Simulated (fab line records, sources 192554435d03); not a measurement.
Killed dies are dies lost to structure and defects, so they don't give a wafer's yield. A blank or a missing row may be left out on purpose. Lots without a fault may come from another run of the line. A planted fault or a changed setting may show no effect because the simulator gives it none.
Split-lot experiment | flow n5_finfet | 7 lots, 21 wafers read, on a route of 1938 steps

THE SPLIT
At N5_MOL_CONTACT_COAG_ETCH_124 (etches SiNx in CH3F/O2, stops on SiOC, target depth 6.5 nm), the setting source_w was moved away from the recipe's 395 W on 8 of the 21 wafers read, by -15.5% to +10.5%. The other wafers ran this setting at the recipe's value.

The reading is taken at the split's own step.

THE READING
rf_vpp_V, in V, at N5_MOL_CONTACT_COAG_ETCH_124 (etches SiNx in CH3F/O2, stops on SiOC, target depth 6.5 nm). Fault-free wafers of this fab line usually give 298 V, standard deviation 5.9 V.

wafer  | tool, chamber at the split | source_w as run, W | against the recipe | rf_vpp_V, V | against lot-mates on the recipe
L077.1 | rie_diel-02, 2             | 436.3              | +10.5%             | 283         | -11
L077.3 | rie_diel-02, 3             | 395                | recipe             | 294         | -
L077.6 | rie_diel-02, 3             | 436.3              | +10.5%             | 278         | -16
L078.1 | rie_diel-06, 3             | 395                | recipe             | 301         | -
L078.3 | rie_diel-06, 2             | 395                | recipe             | 302         | -
L078.5 | rie_diel-06, 2             | 395                | recipe             | 302         | -
L079.1 | rie_diel-06, 0             | 345                | -12.7%             | 329         | +37
L079.4 | rie_diel-06, 1             | 395                | recipe             | 292         | -
L079.5 | rie_diel-06, 3             | 345                | -12.7%             | 320         | +28
L088.1 | rie_diel-06, 0             | 395                | recipe             | 308         | -
L088.2 | rie_diel-06, 1             | 343.7              | -13.0%             | 311         | +11
L088.5 | rie_diel-06, 1             | 395                | recipe             | 292         | -
L089.3 | rie_diel-03, 1             | 395                | recipe             | 297         | -
L089.4 | rie_diel-03, 3             | 395                | recipe             | 299         | -
L089.5 | rie_diel-03, 3             | 352                | -10.9%             | 316         | +18
L090.1 | rie_diel-02, 1             | 395                | recipe             | 294         | -
L090.5 | rie_diel-02, 0             | 333.7              | -15.5%             | 324         | +30
L090.6 | rie_diel-02, 3             | 333.7              | -15.5%             | 317         | +23
L097.3 | rie_diel-06, 1             | 395                | recipe             | 292         | -
L097.4 | rie_diel-06, 2             | 395                | recipe             | 305         | -
L097.5 | rie_diel-06, 2             | 395                | recipe             | 305         | -

THE FIT
A straight line over all 21 wafers: rf_vpp_V changes by -1.59 V for each +1% of source_w; r = -0.91; the points scatter about the line by 5.6 V.
The same after taking each lot's own level away (the mean of its wafers on the recipe; 21 wafers): -1.69 V for each +1%; r = -0.91; scatter 6.1 V.
On that fit, the largest move of source_w shifts the reading by 26 V.
The lots' own levels span 292.0 to 301.7 V, that is 1.6 times the standard deviation above.
So the lot-to-lot level changes the slope little: the two slopes agree.
Check: with one of the wafers moved furthest among these (-15.5%) left out of the fit, the line predicts +26.5 V for it against its lot-mates. It came out at +30 V against them.
Tool readings at the split's step, against how far the setting was moved: rf_vpp_V r = -0.91.

OTHER SPLITS ON THESE WAFERS
These wafers also went through other splits before the reading. Each is held against what the fit with the lots' levels taken away leaves over:
other split on the same wafers               | wafers away from the commonest value | r with rf_vpp_V (lot level and that fit taken away)
N5_SDB_COAT_05 spin_rpm                      | 9                                    | +0.15
N5_HKMG_FIN_COAT_43 spin_rpm                 | 5                                    | +0.35
N5_GATE_CUT_COAT_07 spin_rpm                 | 7                                    | -0.14
N5_GATE_CUT_DESCUM_18 time_s                 | 8                                    | +0.15
N5_MOL_CONTACT_COAG_CONTACT_ETCH_14 source_w | 2                                    | +0.15
N5_MOL_CONTACT_COAG_VIA_ETCH_117 bias_w      | 9                                    | -0.14

THE FILE'S OWN FIT
rf_vpp_V changes by -1.62 V for each +1% of source_w, r = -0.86.
